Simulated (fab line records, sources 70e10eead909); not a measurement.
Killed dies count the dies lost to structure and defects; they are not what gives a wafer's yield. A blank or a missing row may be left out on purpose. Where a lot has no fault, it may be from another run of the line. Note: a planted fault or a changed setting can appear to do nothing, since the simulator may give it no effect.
Matching of chambers || flow nandHarc || NHARC_P_STI_ETCH_42 on rieDiel-04 has 4 sister chambers
The step etches the open film in N2/H2, target depth 80 nm, overetch 24 nm, time 61 s. 8 wafers are shown with their chamber, then 8 later ones without.

## WAFERS PAIRED WITH THEIR CHAMBERS
{"wafer": "L074.3", "chamber": 3, "rfVppV (V)": 433.8, "h2FlowSccm (sccm)": 150.9}
{"wafer": "L077.1", "chamber": 3, "rfVppV (V)": 432.6, "h2FlowSccm (sccm)": 149.5}
{"wafer": "L078.1", "chamber": 0, "rfVppV (V)": 430.1, "h2FlowSccm (sccm)": 149.7}
{"wafer": "L078.5", "chamber": 2, "rfVppV (V)": 433.7, "h2FlowSccm (sccm)": 149.0}
{"wafer": "L081.1", "chamber": 1, "rfVppV (V)": 429.4, "h2FlowSccm (sccm)": 149.8}
{"wafer": "L081.2", "chamber": 0, "rfVppV (V)": 430.0, "h2FlowSccm (sccm)": 149.8}
{"wafer": "L081.4", "chamber": 2, "rfVppV (V)": 433.4, "h2FlowSccm (sccm)": 149.1}
{"wafer": "L085.2", "chamber": 1, "rfVppV (V)": 429.7, "h2FlowSccm (sccm)": 150.6}

## WAFERS WHOSE CHAMBER IS MISSING
{"wafer": "L085.3", "rfVppV (V)": 428.4, "h2FlowSccm (sccm)": 149.6}
{"wafer": "L085.6", "rfVppV (V)": 432.6, "h2FlowSccm (sccm)": 150.1}
{"wafer": "L086.2", "rfVppV (V)": 432.9, "h2FlowSccm (sccm)": 150.3}
{"wafer": "L086.3", "rfVppV (V)": 434.9, "h2FlowSccm (sccm)": 149.4}
{"wafer": "L086.4", "rfVppV (V)": 429.2, "h2FlowSccm (sccm)": 151.1}
{"wafer": "L091.4", "rfVppV (V)": 429.4, "h2FlowSccm (sccm)": 149.6}
{"wafer": "L091.5", "rfVppV (V)": 428.7, "h2FlowSccm (sccm)": 149.8}
{"wafer": "L091.6", "rfVppV (V)": 430.2, "h2FlowSccm (sccm)": 149.2}

## WHICH CHAMBER EACH WENT THROUGH
{"wafer": "L085.3", "from the rows above": "can't be placed: 1 or 0", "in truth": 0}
{"wafer": "L085.6", "from the rows above": "can't be placed: 3 or 2", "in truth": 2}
{"wafer": "L086.2", "from the rows above": "can't be placed: 3 or 2", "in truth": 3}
{"wafer": "L086.3", "from the rows above": "can't be placed: 2 or 3", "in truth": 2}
{"wafer": "L086.4", "from the rows above": "can't be placed: 1 or 0", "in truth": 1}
{"wafer": "L091.4", "from the rows above": "can't be placed: 1 or 0", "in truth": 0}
{"wafer": "L091.5", "from the rows above": "can't be placed: 1 or 0", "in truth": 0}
{"wafer": "L091.6", "from the rows above": "can't be placed: 0 or 1", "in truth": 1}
0 of 8 placed correctly. Not placeable from these rows: 8 (in 8, the candidates include the true chamber). Number placed wrongly: 0.
How it was worked out, from the rows above alone: a wafer's distance from a chamber is the root of the sum, over the readings, of the square of ((its reading less the chamber's mean) divided by the reading's scatter). If the next closest chamber is less than 2 further off than the closest, the wafer can't be placed; otherwise it belongs to the closest. Each chamber's mean is taken over the wafers shown for it. The scatter: the root of (the sum of the squares of (reading less its chamber's mean) over the shown wafers, divided by (wafers less chambers)).
